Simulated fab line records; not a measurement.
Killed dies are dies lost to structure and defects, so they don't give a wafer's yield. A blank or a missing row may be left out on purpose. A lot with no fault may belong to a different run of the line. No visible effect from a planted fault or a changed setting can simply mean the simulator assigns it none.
Chamber matching -- flow n5_finfet -- 4 sister chambers for N5_BEOL_M0_SAQP_DESCUM_45 on rie_diel-02
The step chemistry O2, time 7 s. 20 wafers are shown with their chamber, then 10 later ones without.

## WAFERS PAIRED WITH THEIR CHAMBERS
wafer,chamber,showerhead_plenum_p_Torr (Torr),throttle_valve_pct (%),oes_product_au (a.u.)
L225.1,0,1.99,20.24,0.73
L225.3,2,2.05,20.19,0.86
L225.5,0,1.99,20.25,0.72
L227.1,0,1.99,20.26,0.72
L227.2,3,2.16,20.66,0.68
L227.3,2,2.05,20.21,0.85
L228.1,2,2.05,20.21,0.85
L228.2,0,1.99,20.26,0.72
L228.4,0,1.99,20.27,0.72
L229.1,2,2.04,20.20,0.84
L229.5,3,2.16,20.66,0.68
L229.6,2,2.04,20.21,0.85
L230.2,1,2.04,20.08,0.96
L230.3,2,2.04,20.21,0.85
L230.5,3,2.16,20.65,0.69
L232.1,0,1.99,20.28,0.71
L232.3,1,2.04,20.08,0.96
L232.6,3,2.16,20.67,0.68
L235.1,2,2.04,20.22,0.84
L235.5,0,1.99,20.27,0.71

SIGNATURES (means of the wafers above)
reading,chamber 0,chamber 1,chamber 2,chamber 3,scatter within a chamber
showerhead_plenum_p_Torr,1.9900,2.0400,2.0443,2.1600,0.00327
throttle_valve_pct,20.2614,20.0800,20.2071,20.6600,0.0107
oes_product_au,0.7186,0.9600,0.8486,0.6825,0.00636
Rule: for each reading, subtract the chamber's mean from the wafer's reading, divide by that reading's scatter and square the result; add these up over the readings and take the root, which gives the wafer's distance from the chamber. If the next closest chamber is less than 2 further off than the closest, the wafer can't be placed; otherwise it belongs to the closest. The scatter: take each reading less its chamber's mean, square it, sum over the shown wafers, divide by the number of wafers less the number of chambers, and take the root.

## WAFERS MISSING THEIR CHAMBER
wafer,showerhead_plenum_p_Torr (Torr),throttle_valve_pct (%),oes_product_au (a.u.)
L235.6,2.15,20.68,0.69
L241.1,2.03,20.09,0.92
L241.4,2.04,20.26,0.83
L241.6,2.03,20.10,0.92
L243.1,2.04,20.27,0.82
L243.2,2.15,20.38,0.96
L243.4,2.03,20.11,0.91
L244.1,2.03,20.13,0.90
L244.4,2.04,20.24,0.82
L244.5,2.04,20.26,0.81

## EACH ONE'S CHAMBER
wafer,from the rows above,in truth
L235.6,3,3
L241.1,1,1
L241.4,2,2
L241.6,1,1
L243.1,2,2
L243.2,2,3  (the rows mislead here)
L243.4,1,1
L244.1,can't be placed: 1 or 2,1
L244.4,2,2
L244.5,2,2
8 of 10 placed correctly. Cannot be placed on the basis of these rows: 1; the candidates contain the true chamber in 1. Number placed wrongly: 1.
